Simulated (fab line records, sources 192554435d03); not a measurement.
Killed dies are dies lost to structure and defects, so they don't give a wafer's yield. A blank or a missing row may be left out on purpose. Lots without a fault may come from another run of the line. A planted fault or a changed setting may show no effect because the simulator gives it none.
Chamber matching | flow n5_finfet | N5_SD_EPI_P_DESCUM_14 on rie_diel-03: 4 sister chambers
The step chemistry O2, time 7.9 s. 16 wafers are shown with their chamber, then 8 later ones without.

WAFERS WITH THEIR CHAMBER
wafer  | chamber | drypump_motor_current_A (A) | showerhead_plenum_p_Torr (Torr) | throttle_valve_pct (%)
L078.2 | 1       | 5.7                         | 2.15                            | 20.53
L078.3 | 3       | 5.4                         | 2.20                            | 20.71
L078.6 | 3       | 5.4                         | 2.20                            | 20.69
L080.1 | 0       | 6.5                         | 2.17                            | 20.35
L080.4 | 3       | 5.4                         | 2.19                            | 20.72
L080.5 | 0       | 6.5                         | 2.17                            | 20.35
L081.3 | 0       | 6.5                         | 2.17                            | 20.34
L081.4 | 0       | 6.5                         | 2.17                            | 20.35
L081.6 | 2       | 6.6                         | 2.08                            | 20.67
L082.1 | 3       | 5.5                         | 2.19                            | 20.70
L082.2 | 2       | 6.6                         | 2.08                            | 20.68
L082.4 | 2       | 6.6                         | 2.08                            | 20.66
L083.1 | 0       | 6.5                         | 2.17                            | 20.35
L083.3 | 1       | 5.7                         | 2.15                            | 20.17
L083.5 | 1       | 5.7                         | 2.15                            | 20.18
L084.3 | 1       | 5.7                         | 2.15                            | 20.19

SIGNATURES (means of the wafers above)
reading                  | chamber 0 | chamber 1 | chamber 2 | chamber 3 | scatter within a chamber
drypump_motor_current_A  | 6.500     | 5.700     | 6.600     | 5.425     | 0.025
showerhead_plenum_p_Torr | 2.1700    | 2.1500    | 2.0800    | 2.1950    | 0.00289
throttle_valve_pct       | 20.3480   | 20.2675   | 20.6700   | 20.7050   | 0.088
Rule: a wafer's distance from a chamber is the root of the sum, over the readings, of the square of ((its reading less the chamber's mean) divided by the reading's scatter). The wafer belongs to the nearest chamber; if the next one is less than 2 further off, it can't be placed. The scatter: the root of (the sum of the squares of (reading less its chamber's mean) over the shown wafers, divided by (wafers less chambers)).

WAFERS WITHOUT THEIR CHAMBER
wafer  | drypump_motor_current_A (A) | showerhead_plenum_p_Torr (Torr) | throttle_valve_pct (%)
L084.4 | 6.5                         | 2.16                            | 20.34
L084.6 | 6.6                         | 2.08                            | 20.67
L094.3 | 5.4                         | 2.18                            | 20.74
L094.5 | 5.7                         | 2.14                            | 20.20
L094.6 | 6.6                         | 2.07                            | 20.70
L097.1 | 6.6                         | 2.07                            | 20.70
L097.3 | 5.7                         | 2.14                            | 20.21
L097.6 | 5.4                         | 2.18                            | 20.75

WHICH CHAMBER EACH WENT THROUGH
wafer  | from the rows above | in truth
L084.4 | 0                   | 0
L084.6 | 2                   | 2
L094.3 | 3                   | 3
L094.5 | 1                   | 1
L094.6 | 2                   | 2
L097.1 | 2                   | 2
L097.3 | 1                   | 1
L097.6 | 3                   | 3
Placed correctly: 8 of 8. Can't be placed from these rows: 0. Placed wrongly: 0.
